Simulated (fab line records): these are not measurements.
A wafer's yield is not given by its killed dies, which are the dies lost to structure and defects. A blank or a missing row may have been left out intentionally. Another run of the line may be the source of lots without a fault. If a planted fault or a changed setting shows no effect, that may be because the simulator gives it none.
Matching of chambers ; flow nandHarc ; NHARC_A_ONON_D1_DEP_33 on pecvd-02 has 3 sister chambers
The step deposits SiO2, target thk 200 nm. 16 wafers are shown with their chamber, then 8 later ones without.

## WAFERS PAIRED WITH THEIR CHAMBERS
wafer;chamber;heaterPowerW (W);throttleValvePct (%);chamberPressureTorr (Torr)
L075.1;0;470;15.5;6.515
L075.3;2;612;16.1;6.488
L075.6;1;436;16.6;6.497
L078.2;0;499;15.6;6.515
L078.5;2;650;15.9;6.511
L078.6;1;383;16.3;6.484
L080.1;2;634;16.3;6.472
L080.4;2;627;16.1;6.471
L080.5;0;499;15.3;6.490
L088.1;1;453;16.4;6.476
L088.3;2;609;15.7;6.489
L088.6;0;499;15.4;6.506
L087.2;2;549;16.0;6.509
L087.3;1;434;16.5;6.500
L087.5;1;443;16.7;6.489
L089.2;1;353;16.8;6.502

SIGNATURES, as means of the wafers listed above
reading;chamber 0;chamber 1;chamber 2;scatter within a chamber
heaterPowerW;491.75;417.00;613.50;33.5
throttleValvePct;15.450;16.550;16.017;0.183
chamberPressureTorr;6.50650;6.49133;6.49000;0.0137
Rule: for each reading, subtract the chamber's mean from the wafer's reading, divide by that reading's scatter and square the result; add these up over the readings and take the root, which gives the wafer's distance from the chamber. The wafer belongs to the nearest chamber; if the next one is less than 2 further off, it can't be placed. The scatter is the square root of a quotient: the sum, over the shown wafers, of each reading's squared deviation from its chamber's mean, divided by wafers minus chambers.

## WAFERS MISSING THEIR CHAMBER
wafer;heaterPowerW (W);throttleValvePct (%);chamberPressureTorr (Torr)
L089.3;574;16.1;6.510
L089.4;602;16.2;6.495
L092.2;585;16.4;6.497
L092.4;531;15.3;6.486
L092.5;450;16.7;6.479
L094.1;522;15.7;6.503
L094.2;429;16.6;6.501
L094.3;640;16.6;6.511

## WHICH CHAMBER EACH ONE RAN IN
wafer;from the rows above;in truth
L089.3;2;2
L089.4;2;2
L092.2;2;2
L092.4;0;0
L092.5;1;1
L094.1;can't be placed: 0 or 2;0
L094.2;1;1
L094.3;2;2
Placed correctly: 7 of 8. These rows do not allow placing 1 (true chamber among the candidates in 1). Number placed wrongly: 0.
